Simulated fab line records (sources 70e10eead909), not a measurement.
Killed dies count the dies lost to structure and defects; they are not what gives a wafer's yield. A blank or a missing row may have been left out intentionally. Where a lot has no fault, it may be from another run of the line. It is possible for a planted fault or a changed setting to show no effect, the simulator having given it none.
fab line records + flow nand_harc
record
- lots=13
- wafers=39
- last_day=32
route steps=1302 shown A_ONON_D1@446 A_CHANNEL_HOLE_D1@488 A_CHANNEL_FILL_D1@494
lots that met no fault: taken from a fault-free run of the same line
start_h: hours from the record's first day to the start of the lot's first wafer shown + wait_h: hours elapsed since this lot's preceding step + " the same as in the row above + L1.1+2: a single row standing in for several wafers + - no value, or no start was given + * or withheld: withheld + < > ~ a bound
route shown NAME@n: a module of which the file shows steps, and the number in the route of the first + usual: the fault-free wafers' mean and standard deviation + same: alike in all rows + chamber/n: place in a boat + sites: per-site readings + _std_site: the values' standard deviation + _edge_site: inner sites' mean taken away from outer sites' mean + radius_mm: how far each site lies from the wafer's centre + mask NAME#n: copy n + behind: the last tool/chamber to shape the wafer + hold: reason for holding the lot/hours on hold/outcome of the hold + device: the n, p or np transistor that did not switch + end of line: the tests these same wafers got at the end of their route + for a step that has no rows: nothing shown but its recipe + killed: at the first sort, the dies lost to defects and structure; wafer yield is something else + map: a wafer's dies, marking killed ones x, the rest . and places with no die _
set.NAME: setting as actually run; set.NAME@STEP: the setting as run at that earlier step + model.NAME: the simulator's own value behind a step, which no gauge read
steps of the route over a sample of lots; a table a step, a row a wafer
services: when a tool's chamber went out of use (start_h, in hours from the record's first day, below 0 if earlier), for how many hours, and the reason
## steps
# step NHARC_A_ONON_D1_DEP_33
# recipe
- target_thk_a=2000
- temp_c=400
- pressure_torr=6.5
- rf_w=900
- teos_flow_sccm=161.4
- flow_sccm=2650
- target_thk_nm=200
- gas=O2
- material=SiO2
# usual
- heater_power_w=573/67
- throttle_valve_pct=15.9/0.48
| lot.wafer | tool     | chamber | start_h | wait_h | heater_power_w | throttle_valve_pct |
|-----------|----------|---------|---------|--------|----------------|--------------------|
| L279.1    | pecvd-02 | 1       | 190.79  | 0.1    | 525            | 15.9               |
| L279.5    | "        | 1       | "       | "      | 402            | 15.9               |
| L279.4    | "        | 2       | "       | "      | 715            | 15.8               |
| L281.2    | pecvd-03 | 1       | 217.13  | 0.1    | 631            | 16.4               |
| L281.6    | "        | 0       | "       | "      | 552            | 16.4               |
| L281.4    | "        | 1       | "       | "      | 659            | 16.4               |
| L282.1    | pecvd-04 | 0       | 217.24  | 0.3    | 542            | 16.1               |
| L282.6    | "        | 2       | "       | "      | 544            | 16.0               |
| L282.4    | "        | 1       | "       | "      | 527            | 15.1               |
| L283.2    | pecvd-02 | 1       | 226.15  | 0.1    | 537            | 16.4               |
| L283.1    | "        | 2       | "       | "      | 737            | 15.9               |
| L283.6    | "        | 1       | "       | "      | 536            | 16.3               |
| L284.2    | pecvd-03 | 2       | 234.40  | 0.1    | 622            | 15.5               |
| L284.3    | "        | 0       | "       | "      | 571            | 16.7               |
| L284.1    | "        | 1       | "       | "      | 631            | 16.3               |
| L289.2    | pecvd-03 | 0       | 284.11  | 0.1    | 656            | 16.6               |
| L289.3    | "        | 1       | "       | "      | 597            | 16.4               |
| L289.6    | "        | 1       | "       | "      | 619            | 16.6               |
| L290.1    | pecvd-04 | 0       | 292.49  | 0.1    | 593            | 15.1               |
| L290.6    | "        | 2       | "       | "      | 492            | 16.0               |
| L290.4    | "        | 1       | "       | "      | 616            | 15.4               |
| L292.3    | pecvd-03 | 1       | 321.35  | 0.1    | 571            | 16.7               |
| L292.4    | "        | 0       | "       | "      | 677            | 16.7               |
| L292.6    | "        | 1       | "       | "      | 567            | 16.7               |
| L295.1    | pecvd-03 | 2       | 345.34  | 0.1    | 570            | 15.6               |
| L295.2    | "        | 0       | "       | "      | 664            | 16.8               |
| L295.6    | "        | 1       | "       | "      | 594            | 16.5               |
| L296.1    | pecvd-04 | 0       | 353.37  | 0.1    | 689            | 15.3               |
| L296.2    | "        | 1       | "       | "      | 552            | 15.5               |
| L296.6    | "        | 2       | "       | "      | 523            | 16.0               |
| L298.1    | pecvd-04 | 1       | 381.37  | 0.1    | 553            | 15.3               |
| L298.6    | "        | 0       | "       | "      | 611            | 15.5               |
| L298.4    | "        | 1       | "       | "      | 570            | 15.4               |
| L299.1    | pecvd-03 | 1       | 381.62  | 0.1    | 575            | 16.5               |
| L299.3    | "        | 2       | "       | "      | 621            | 15.9               |
| L299.5    | "        | 2       | "       | "      | 612            | 15.8               |
| L300.2    | pecvd-02 | 2       | 389.73  | 0.1    | 650            | 16.1               |
| L300.1    | "        | 0       | "       | "      | 527            | 16.0               |
| L300.4    | "        | 1       | "       | "      | 538            | 15.4               |
# step NHARC_A_CHANNEL_HOLE_D1_XSEM_31
# recipe
- landing_energy_ev=35000
# usual
- bot_cd_nm=74.2/1.9
- bow_nm=8.61/0.25
- tilt_deg=0.06/0.031
| lot.wafer | tool    | chamber | start_h | wait_h | bot_cd_nm | bow_nm | tilt_deg |
|-----------|---------|---------|---------|--------|-----------|--------|----------|
| L279.1    | xsem-01 | 0       | 204.90  | 0.1    | 73.4      | 8.94   | 0.07     |
| L279.4    | "       | 0       | "       | "      | 72.4      | 8.99   | 0.07     |
| L279.5    | "       | 0       | "       | "      | 73.6      | 8.91   | 0.07     |
| L281.2    | xsem-01 | 0       | 227.19  | 0.1    | 72.5      | 8.88   | 0.02     |
| L281.4    | "       | 0       | "       | "      | 76.4      | 8.84   | 0.02     |
| L281.6    | "       | 0       | "       | "      | 72.0      | 8.82   | 0.02     |
| L282.1    | xsem-02 | 0       | 228.38  | 0.1    | 77.9      | 9.27   | 0.08     |
| L282.4    | "       | 0       | "       | "      | 75.4      | 9.27   | 0.08     |
| L282.6    | "       | 0       | "       | "      | 79.3      | 9.23   | 0.09     |
| L283.1    | xsem-01 | 0       | 236.30  | 0.1    | 78.7      | 8.74   | 0.08     |
| L283.2    | "       | 0       | "       | "      | 73.8      | 8.77   | 0.08     |
| L283.6    | "       | 0       | "       | "      | 75.6      | 8.80   | 0.08     |
| L284.1    | xsem-02 | 0       | 244.51  | 0.1    | 74.3      | 8.51   | 0.07     |
| L284.2    | "       | 0       | "       | "      | 73.0      | 8.51   | 0.07     |
| L284.3    | "       | 0       | "       | "      | 73.5      | 8.50   | 0.07     |
| L289.2    | xsem-02 | 0       | 294.35  | 0.1    | 76.3      | 8.81   | 0.07     |
| L289.3    | "       | 0       | "       | "      | 73.0      | 8.75   | 0.07     |
| L289.6    | "       | 0       | "       | "      | 72.2      | 8.82   | 0.07     |
| L290.1    | xsem-02 | 0       | 303.07  | 0.1    | 76.3      | 8.40   | 0.02     |
| L290.4    | "       | 0       | "       | "      | 74.8      | 8.37   | 0.02     |
| L290.6    | "       | 0       | "       | "      | 73.4      | 8.37   | 0.02     |
| L292.3    | xsem-01 | 0       | 333.72  | 0.1    | 77.5      | 8.47   | 0.03     |
| L292.4    | "       | 0       | "       | "      | 76.7      | 8.62   | 0.03     |
| L292.6    | "       | 0       | "       | "      | 74.7      | 8.58   | 0.03     |
| L295.1    | xsem-02 | 0       | 356.72  | 0.1    | 75.1      | 8.81   | 0.09     |
| L295.2    | "       | 0       | "       | "      | 73.3      | 8.71   | 0.09     |
| L295.6    | "       | 0       | "       | "      | 73.7      | 8.81   | 0.10     |
| L296.1    | xsem-01 | 0       | 363.67  | 0.1    | 71.5      | 8.64   | 0.07     |
| L296.2    | "       | 0       | "       | "      | 72.1      | 8.63   | 0.07     |
| L296.6    | "       | 0       | "       | "      | 72.9      | 8.62   | 0.07     |
| L298.1    | xsem-01 | 0       | 394.30  | 0.1    | 70.8      | 8.64   | 0.13     |
| L298.4    | "       | 0       | "       | "      | 74.7      | 8.69   | 0.13     |
| L298.6    | "       | 0       | "       | "      | 73.3      | 8.69   | 0.13     |
| L299.1    | xsem-02 | 0       | 398.49  | 0.1    | 75.6      | 8.35   | 0.08     |
| L299.3    | "       | 0       | "       | "      | 77.2      | 8.42   | 0.08     |
| L299.5    | "       | 0       | "       | "      | 74.6      | 8.37   | 0.08     |
| L300.1    | xsem-02 | 0       | 403.44  | 0.1    | 72.9      | 8.26   | 0.08     |
| L300.2    | "       | 0       | "       | "      | 73.3      | 8.23   | 0.08     |
| L300.4    | "       | 0       | "       | "      | 72.5      | 8.24   | 0.08     |
# step NHARC_A_CHANNEL_FILL_D1_ALD_14
# recipe
- target_thk_a=25
- pulse_time_s=10
- ald_cycles=25
- temp_c=300
- material=SiO2
# usual
- heater_power_w=449/55
- precursor_pulse_height_rel=1.002/0.018
| lot.wafer | tool      | chamber | start_h | wait_h | heater_power_w | precursor_pulse_height_rel |
|-----------|-----------|---------|---------|--------|----------------|----------------------------|
| L279.4    | ald_hk-02 | 3       | 212.25  | 0.1    | 514            | 0.940                      |
| L279.1    | "         | 0       | "       | "      | 527            | 0.997                      |
| L279.5    | "         | 3       | "       | "      | 494            | 0.966                      |
| L281.2    | ald_hk-04 | 3       | 234.60  | 0.0    | 503            | 0.998                      |
| L281.4    | "         | 2       | "       | "      | 546            | 1.030                      |
| L281.6    | "         | 0       | "       | "      | 440            | 0.998                      |
| L282.1    | ald_hk-01 | 0       | 234.64  | 0.1    | 413            | 1.002                      |
| L282.4    | "         | 1       | "       | "      | 384            | 0.986                      |
| L282.6    | "         | 0       | "       | "      | 415            | 0.988                      |
| L283.1    | ald_hk-04 | 3       | 243.69  | 0.1    | 502            | 0.998                      |
| L283.2    | "         | 1       | "       | "      | 378            | 1.038                      |
| L283.6    | "         | 3       | "       | "      | 515            | 0.995                      |
| L284.2    | ald_hk-04 | 1       | 251.78  | 0.0    | 365            | 0.986                      |
| L284.1    | "         | 3       | "       | "      | 522            | 1.015                      |
| L284.3    | "         | 0       | "       | "      | 453            | 1.010                      |
| L289.2    | ald_hk-04 | 0       | 301.66  | 0.0    | 435            | 0.979                      |
| L289.3    | "         | 3       | "       | "      | 470            | 0.990                      |
| L289.6    | "         | 1       | "       | "      | 389            | 1.009                      |
| L290.4    | ald_hk-02 | 2       | 311.16  | 0.8    | 463            | 0.982                      |
| L290.1    | "         | 3       | "       | "      | 506            | 0.958                      |
| L290.6    | "         | 2       | "       | "      | 457            | 0.988                      |
| L292.4    | ald_hk-02 | 0       | 338.90  | 0.1    | 521            | 0.994                      |
| L292.3    | "         | 2       | "       | "      | 457            | 0.987                      |
| L292.6    | "         | 0       | "       | "      | 504            | 1.010                      |
| L295.2    | ald_hk-04 | 0       | 364.03  | 0.0    | 426            | 1.023                      |
| L295.1    | "         | 2       | "       | "      | 550            | 0.977                      |
| L295.6    | "         | 0       | "       | "      | 431            | 1.001                      |
| L296.2    | ald_hk-02 | 1       | 371.16  | 0.2    | 435            | 1.029                      |
| L296.1    | "         | 2       | "       | "      | 454            | 0.992                      |
| L296.6    | "         | 3       | "       | "      | 480            | 1.006                      |
| L298.1    | ald_hk-04 | 0       | 401.57  | 0.0    | 429            | 0.990                      |
| L298.4    | "         | 3       | "       | "      | 489            | 0.995                      |
| L298.6    | "         | 0       | "       | "      | 428            | 1.000                      |
| L299.1    | ald_hk-01 | 3       | 405.84  | 0.1    | 367            | 1.041                      |
| L299.3    | "         | 0       | "       | "      | 410            | 0.999                      |
| L299.5    | "         | 2       | "       | "      | 414            | 1.036                      |
| L300.4    | ald_hk-02 | 3       | 410.74  | 0.1    | 486            | 0.986                      |
| L300.2    | "         | 0       | "       | "      | 507            | 0.970                      |
| L300.1    | "         | 1       | "       | "      | 433            | 1.005                      |
# step NHARC_A_CHANNEL_FILL_D1_ETCHBACK_19
# recipe
- target_depth_a=50
- time_s=1.7
- hbr_flow_sccm=150
- cl2_flow_sccm=50
- rf_w=400
- icp_w=400
- bias_w=100
- chemistry=HBr/Cl2
# usual
- bias_w=100.0/0.31
- drypump_motor_current_A=5.7/0.38
- oes_product_au=1.005/0.012
- throttle_valve_pct=26.406/0.0094
| lot.wafer | tool      | chamber | start_h | wait_h | bias_w | drypump_motor_current_A | oes_product_au | rf_hours_counter_h | throttle_valve_pct |
|-----------|-----------|---------|---------|--------|--------|-------------------------|----------------|--------------------|--------------------|
| L279.4    | rie_si-02 | 0       | 229.17  | 0.4    | 100.1  | 5.6                     | 1.000          | 0.8                | 26.419             |
| L279.1    | "         | 1       | "       | "      | 99.7   | 5.0                     | 1.004          | 0.8                | 26.421             |
| L279.5    | "         | 0       | "       | "      | 99.7   | 5.6                     | 1.003          | -                  | 26.392             |
| L282.1    | rie_si-03 | 1       | 252.64  | 0.4    | 100.2  | 5.5                     | 1.010          | 0.2                | 26.413             |
| L282.4    | "         | 3       | "       | "      | 99.7   | 5.8                     | 1.011          | 0.1                | 26.426             |
| L282.6    | "         | 1       | "       | "      | 100.1  | 5.4                     | 1.014          | -                  | 26.414             |
| L281.2    | rie_si-02 | 2       | 252.66  | 0.4    | 99.8   | 5.7                     | 1.016          | 1.1                | 26.398             |
| L281.4    | "         | 3       | "       | "      | 99.6   | 5.9                     | 1.026          | 1.1                | 26.406             |
| L281.6    | "         | 1       | "       | "      | 99.7   | 5.0                     | 0.991          | -                  | 26.409             |
| L283.1    | rie_si-04 | 0       | 260.72  | 0.4    | 100.0  | 6.0                     | 1.004          | 0.5                | 26.392             |
| L283.2    | "         | 1       | "       | "      | 99.9   | 6.4                     | 1.007          | 0.5                | 26.408             |
| L283.6    | "         | 3       | "       | "      | 100.1  | 6.1                     | 1.017          | -                  | 26.388             |
| L284.3    | rie_si-04 | 0       | 269.46  | 0.4    | 100.4  | 6.0                     | 0.992          | 0.6                | 26.411             |
| L284.2    | "         | 1       | "       | "      | 100.2  | 6.4                     | 1.008          | 0.6                | 26.402             |
| L284.1    | "         | 2       | "       | "      | 100.0  | 5.6                     | 0.999          | 0.5                | 26.399             |
| L289.3    | rie_si-04 | 0       | 319.52  | 0.4    | 99.6   | 6.0                     | 1.000          | 0.9                | 26.410             |
| L289.2    | "         | 1       | "       | "      | 100.1  | 6.4                     | 1.007          | 0.8                | 26.399             |
| L289.6    | "         | 2       | "       | "      | 99.5   | 5.6                     | 1.005          | -                  | 26.426             |
| L290.1    | rie_si-02 | 2       | 328.30  | 0.4    | 99.8   | 5.7                     | 1.303          | 0.2                | 26.414             |
| L290.4    | "         | 0       | "       | "      | 100.1  | 5.6                     | 0.994          | 0.3                | 26.404             |
| L290.6    | "         | 1       | "       | "      | 100.2  | 5.0                     | 1.268          | -                  | 26.418             |
| L292.4    | rie_si-02 | 2       | 357.72  | 0.4    | 100.0  | 5.7                     | 1.023          | 0.5                | 26.419             |
| L292.3    | "         | 3       | "       | "      | 100.2  | 5.9                     | 1.016          | 0.4                | 26.411             |
| L292.6    | "         | 2       | "       | "      | 100.4  | 5.7                     | 1.320          | -                  | 26.411             |
| L295.2    | rie_si-04 | 1       | 384.77  | 0.4    | 100.0  | 6.4                     | 1.000          | 0.3                | 26.412             |
| L295.1    | "         | 3       | "       | "      | 99.4   | 6.1                     | 1.007          | 0.2                | 26.413             |
| L295.6    | "         | 0       | "       | "      | 99.9   | 5.9                     | 1.006          | -                  | 26.414             |
| L296.1    | rie_si-03 | 1       | 388.65  | 0.4    | 99.7   | 5.5                     | 1.032          | 0.9                | 26.403             |
| L296.2    | "         | 2       | "       | "      | 99.5   | 5.8                     | 1.005          | 0.9                | 26.408             |
| L296.6    | "         | 0       | "       | "      | 100.1  | 5.1                     | 1.010          | -                  | 26.410             |
| L298.4    | rie_si-02 | 1       | 418.44  | 0.4    | 100.6  | 5.0                     | 0.985          | 0.9                | 26.407             |
| L298.1    | "         | 2       | "       | "      | 99.7   | 5.7                     | 1.019          | 0.8                | 26.395             |
| L298.6    | "         | 0       | "       | "      | 100.0  | 5.6                     | 0.993          | -                  | 26.408             |
| L299.3    | rie_si-03 | 3       | 423.04  | 0.4    | 100.0  | 5.8                     | 0.978          | 0.1                | 26.386             |
| L299.1    | "         | 0       | "       | "      | 99.7   | 5.1                     | 1.004          | 0.0                | 26.408             |
| L299.5    | "         | 3       | "       | "      | 99.9   | 5.7                     | 0.981          | -                  | 26.384             |
| L300.2    | rie_si-02 | 2       | 427.68  | 0.4    | 100.0  | 5.6                     | 1.012          | 0.9                | 26.399             |
| L300.1    | "         | 3       | "       | "      | 99.7   | 5.9                     | 1.008          | 0.8                | 26.390             |
| L300.4    | "         | 1       | "       | "      | 100.1  | 5.0                     | 0.969          | 1.0                | 26.406             |
## services
| tool      | chamber | start_h | hours | kind   |
|-----------|---------|---------|-------|--------|
| rie_si-04 | -       | 170.49  | 0.2   | repair |
| ald_hk-02 | -       | 172.04  | 10.0  | pm     |
| pecvd-03  | -       | 185.12  | 13.0  | pm     |
| rie_si-02 | 2       | 196.32  | 2.2   | repair |
| pecvd-04  | 2       | 220.10  | 2.2   | repair |
| pecvd-04  | -       | 221.95  | 0.5   | repair |
| rie_si-04 | 2       | 232.45  | 6.7   | repair |
| rie_si-04 | 1       | 237.25  | 3.6   | repair |
| pecvd-04  | -       | 269.20  | 13.0  | pm     |
| rie_si-04 | 1       | 275.92  | 3.2   | repair |
| rie_si-02 | -       | 277.00  | 9.0   | pm     |
| rie_si-04 | -       | 309.76  | 0.5   | repair |
| rie_si-04 | -       | 342.00  | 9.0   | pm     |
| ald_hk-02 | -       | 342.46  | 1.2   | repair |
| rie_si-02 | 3       | 343.33  | 7.8   | repair |
| ald_hk-02 | -       | 350.04  | 10.0  | pm     |
| rie_si-04 | 0       | 354.07  | 12.3  | repair |
| pecvd-03  | -       | 366.12  | 13.0  | pm     |
| pecvd-04  | 2       | 369.92  | 9.6   | repair |
| xsem-01   | -       | 374.00  | 14.0  | pm     |
| rie_si-02 | -       | 387.27  | 0.1   | repair |
| rie_si-02 | 0       | 390.76  | 1.5   | repair |
| pecvd-04  | -       | 403.21  | 0.5   | repair |
| pecvd-04  | 1       | 420.63  | 5.9   | repair |
## key
first_sign
- step=NHARC_A_CHANNEL_FILL_D1_ETCHBACK_19
- reading=oes_product_au
- direction=up
- sigmas=24
- usual=1.005
- struck=1.297
effect none on later readings
met_at NHARC_A_CHANNEL_FILL_D1_ETCHBACK_19
struck_lots L290,L292
struck_wafers L290.1,L290.6,L292.6
tester_left_out L290,L292
not_acting_at NHARC_A_ONON_D1_DEP_33,NHARC_A_CHANNEL_HOLE_D1_XSEM_31,NHARC_A_CHANNEL_FILL_D1_ALD_14
onset_between 252.66 328.30
fault
- kind=process_parameter_drift
- tool=rie_si-02
- chamber=-
- onset_h=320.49
- steps=NHARC_A_CHANNEL_FILL_D1_ETCHBACK_19
- channel=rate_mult
- offset=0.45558
- shape=step
- end_h=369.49
- scope=struck_wafers_only
# tester_left_out: of these lots the tester's yield and bins aren't shown, on N5 and GAA mostly nor the transistor test; their killed dies are dies lost to structure and defects alone, not to doping, threshold or leakage, so they don't give the yield
